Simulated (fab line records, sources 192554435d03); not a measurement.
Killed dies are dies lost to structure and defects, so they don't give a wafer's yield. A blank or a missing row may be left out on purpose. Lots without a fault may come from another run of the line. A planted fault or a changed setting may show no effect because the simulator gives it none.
Which tool did it? | flow n5_finfet | 11 lots, 29 wafers sampled, at 3 steps of a route of 1938

WHAT THE GAUGES READ, wafer by wafer
N5_BEOL_M4_RC_MEAS_101. Usual: DIBL_N 36.8 mV/V, standard deviation 2.1; DIBL_P 37.1 mV/V, standard deviation 2.2; IOFF_N 0.18 nA/um, standard deviation 0.037; IOFF_P 0.23 nA/um, standard deviation 0.041; IOFF_P_85C 3.9 nA/um, standard deviation 0.58; IOFF_P_LIN 0.105 nA/um, standard deviation 0.015; IOFF_P_LONG 0.000106 nA/um, standard deviation 9.9e-06; ION_N 682 uA/um, standard deviation 13; ION_P 467 uA/um, standard deviation 8.6; SS_N 71.7 mV/dec, standard deviation 0.61; SS_P 73.5 mV/dec, standard deviation 0.6; VT_N 248 mV, standard deviation 3.4; VT_N_LVT 97 mV, standard deviation 3.3; VT_P -249 mV, standard deviation 3.5; VT_P_LONG -275 mV, standard deviation 3.1.
lot  | measured     | on        | DIBL_N (mV/V)  | DIBL_P (mV/V)  | IOFF_N (nA/um) | IOFF_P (nA/um) | IOFF_P_85C (nA/um) | IOFF_P_LIN (nA/um) | IOFF_P_LONG (nA/um)        | ION_N (uA/um) | ION_P (uA/um) | SS_N (mV/dec)  | SS_P (mV/dec)  | VT_N (mV)   | VT_N_LVT (mV) | VT_P (mV)      | VT_P_LONG (mV) | flag
L699 | day 7 21:26  | prober-01 | 35.8 36.0 37.5 | 36.0 36.6 38.2 | 0.16 0.16 0.18 | 0.24 0.24 0.26 | 4.1 4.1 4.5        | 0.115 0.114 0.122  | 0.000129 0.000126 0.000128 | 689 682 693   | 488 473 484   | 71.3 71.6 71.4 | 73.0 73.7 73.5 | 246 248 246 | 96 95 95      | -246 -245 -244 | -268 -269 -267 |
L700 | day 8 01:06  | prober-01 | 39.8 39.1 40.5 | 39.1 37.5 39.5 | 0.22 0.19 0.24 | 0.26 0.23 0.28 | 4.5 4.1 4.7        | 0.117 0.109 0.124  | 0.000112 0.000104 0.00011  | 695 691 706   | 474 467 479   | 72.5 72.8 72.6 | 74.0 73.8 73.9 | 244 247 245 | 94 95 92      | -249 -247 -246 | -274 -273 -273 |
L701 | day 8 14:53  | prober-01 | 33.7 32.8 34.0 | 35.1 33.8 34.8 | 0.12 0.10 0.12 | 0.17 0.15 0.16 | 3.0 2.7 2.9        | 0.081 0.073 0.080  | 9.9e-05 9.3e-05 9.6e-05    | 662 649 662   | 457 440 452   | 70.5 70.6 70.7 | 72.7 72.9 72.3 | 252 257 253 | 100 105 101   | -252 -256 -257 | -278 -281 -279 |
L702 | day 8 14:21  | prober-02 | 36.5 36.7 35.4 | 36.6 36.8 34.2 | 0.16 0.17 0.14 | 0.21 0.21 0.17 | 3.6 3.7 3.1        | 0.096 0.098 0.085  | 0.000105 0.000102 0.000101 | 678 674 673   | 466 460 455   | 71.6 71.4 70.7 | 73.2 73.2 72.6 | 245 249 251 | 99 98 101     | -252 -250 -252 | -275 -276 -275 |
L703 | day 8 20:50  | prober-02 | 32.2 32.3 34.1 | 32.8 32.7 34.5 | 0.13 0.13 0.16 | 0.18 0.18 0.21 | 3.2 3.3 3.6        | 0.089 0.088 0.099  | 0.000103 9.7e-05 9.8e-05   | 668 678 683   | 461 466 470   | 70.8 70.5 71.5 | 72.8 72.8 73.6 | 250 253 248 | 100 99 97     | -250 -249 -250 | -276 -276 -275 |
L704 | day 9 08:34  | prober-01 | 41.3 43.3 42.2 | 39.9 42.7 40.4 | 0.26 0.29 0.26 | 0.28 0.34 0.28 | 4.6 5.3 4.7        | 0.127 0.140 0.127  | 0.00011 0.000103 0.000102  | 677 697 691   | 464 470 465   | 73.4 73.4 72.7 | 75.0 75.1 74.4 | 244 242 244 | 93 92 94      | -247 -244 -250 | -272 -274 -275 |
L708 | day 10 00:43 | prober-01 | 38.8           | 39.0           | 0.20           | 0.82           | 11.5               | 0.358              | 0.000266                   | 689           | 520           | 71.8           | 73.7           | 248         | 127           | -216           | -245           | OFF
L714 | day 11 21:02 | prober-02 | 36.6 35.4      | 37.9 36.8      | 0.17 0.15      | 0.22 0.61      | 3.8 9.1            | 0.100 0.290        | 0.000103 0.00025           | 674 673       | 456 510       | 72.2 71.9      | 73.4 74.0      | 246 248     | 97 129        | -251 -220      | -278 -244      | OFF
L715 | day 11 23:19 | prober-01 | 37.8 35.6      | 38.4 36.6      | 0.18 0.15      | 0.24 0.21      | 4.3 3.8            | 0.112 0.102        | 0.000113 0.00012           | 694 692       | 478 477       | 71.5 70.8      | 73.5 73.2      | 248 249     | 99 101        | -247 -247      | -275 -272      |
L716 | day 12 00:23 | prober-02 | 36.9 35.8 34.8 | 36.8 35.3 34.7 | 0.17 0.15 0.15 | 0.25 0.23 0.22 | 4.2 3.8 3.7        | 0.115 0.107 0.106  | 0.000109 0.000114 0.000111 | 680 683 688   | 471 474 474   | 71.7 71.4 71.4 | 74.0 73.1 72.6 | 249 251 251 | 97 98 97      | -246 -246 -247 | -273 -275 -271 |
L718 | day 12 17:45 | prober-02 | 34.4 35.2 35.3 | 33.9 34.6 35.2 | 0.13 0.15 0.15 | 0.19 0.20 0.20 | 3.4 3.5 3.5        | 0.092 0.096 0.095  | 0.0001 0.000108 0.000109   | 686 679 676   | 464 471 469   | 70.8 71.1 71.8 | 72.9 72.9 72.9 | 250 246 250 | 102 99 101    | -247 -250 -249 | -275 -274 -273 |

WHICH TOOL RAN EACH LOT (tool, then ch and the chambers of the sampled wafers, then the start)
lot  | N5_HKMG_FIN_ALD_74              | N5_BEOL_M4_PRE_CLEAN_60
L699 | ald_hk-02 ch 1,2,3, day 3 23:38 | cvd_co-01 ch 0,1,2, day 7 21:01
L700 | ald_hk-01 ch 0,1,2, day 4 05:53 | cvd_co-02 ch 1,2, day 8 00:49
L701 | ald_hk-02 ch 0,1,2, day 4 11:53 | cvd_co-01 ch 0,2, day 8 14:35
L702 | ald_hk-03 ch 2,3, day 4 16:50   | cvd_co-01 ch 0,1, day 8 14:02
L703 | ald_hk-01 ch 0,3, day 4 23:17   | cvd_co-01 ch 0,1, day 8 20:33
L704 | ald_hk-01 ch 0,1,2, day 5 08:04 | cvd_co-01 ch 1,2, day 9 07:58
L708 | ald_hk-02 ch 0, day 6 04:48     | cvd_co-02 ch 2, day 9 23:41
L714 | ald_hk-02 ch 3, day 7 20:08     | cvd_co-02 ch 0,2, day 11 20:45
L715 | ald_hk-03 ch 0, day 8 02:43     | cvd_co-01 ch 0, day 11 22:44
L716 | ald_hk-01 ch 1,3, day 8 06:17   | cvd_co-01 ch 0,1, day 11 23:57
L718 | ald_hk-03 ch 2,3, day 8 20:35   | cvd_co-01 ch 0,2, day 12 17:28
- N5_HKMG_FIN_ALD_74: deposits La2O3, target thk 0.5 nm, pulse time 6 s, co reactant pulse time 1 s.
- N5_BEOL_M4_PRE_CLEAN_60: time 15 s.

WHAT THE TOOLS THEMSELVES READ (means of the sampled wafers that have a number; where no wafer has one, the mark that the record gives instead)
N5_HKMG_FIN_ALD_74. Usual: heater_power_w 355 W, standard deviation 54; precursor_pulse_height_rel 0.999, standard deviation 0.018.
lot  | tool      | heater_power_w (W) | precursor_pulse_height_rel | flag
L699 | ald_hk-02 | 376                | 0.972                      |
L700 | ald_hk-01 | 347                | 1.016                      |
L701 | ald_hk-02 | 399                | 1.002                      |
L702 | ald_hk-03 | 334                | 0.982                      |
L703 | ald_hk-01 | 339                | 1.025                      |
L704 | ald_hk-01 | 349                | 1.007                      |
L708 | ald_hk-02 | 382                | 0.983                      |
L714 | ald_hk-02 | 321                | 1.010                      |
L715 | ald_hk-03 | 292                | 0.982                      |
L716 | ald_hk-01 | 400                | 1.000                      |
L718 | ald_hk-03 | 331                | 0.991                      |

N5_BEOL_M4_PRE_CLEAN_60. Usual: heater_power_w 88 W, standard deviation 30.
lot  | tool      | heater_power_w (W) | flag
L699 | cvd_co-01 | 94                 |
L700 | cvd_co-02 | 62                 |
L701 | cvd_co-01 | 119                |
L702 | cvd_co-01 | 95                 |
L703 | cvd_co-01 | 120                |
L704 | cvd_co-01 | 74                 |
L708 | cvd_co-02 | 59                 |
L714 | cvd_co-02 | 80                 |
L715 | cvd_co-01 | 146                |
L716 | cvd_co-01 | 121                |
L718 | cvd_co-01 | 99                 |

THE ANSWER, worked out from the rows above alone
Rule: a lot is off if the mean of its wafers that have a number lies more than 3 standard deviations from the usual mean. A lot without any number at a reading at which 4 lots or more have one is off too. The other lots that the step has rows for count as sound. The gauges are gone through in route order, then the tools' own readings, and for those a lot's mean is taken as printed above. The first step at which some lot is off is used, and at that step the reading that is off furthest; a lot without a number counts as furthest.
Off: L708, L714, at N5_BEOL_M4_RC_MEAS_101 (IOFF_P_LIN).
A tool fits if, at a process step before that reading, it ran every lot that is off, and no sound lot after the first of them. The gauges at N5_BEOL_M4_RC_MEAS_101 are tried like those tools. Can't be told from this: 2 tools fit, ald_hk-02 at N5_HKMG_FIN_ALD_74, cvd_co-02 at N5_BEOL_M4_PRE_CLEAN_60.

WHAT THE SIMULATOR HAD PUT IN
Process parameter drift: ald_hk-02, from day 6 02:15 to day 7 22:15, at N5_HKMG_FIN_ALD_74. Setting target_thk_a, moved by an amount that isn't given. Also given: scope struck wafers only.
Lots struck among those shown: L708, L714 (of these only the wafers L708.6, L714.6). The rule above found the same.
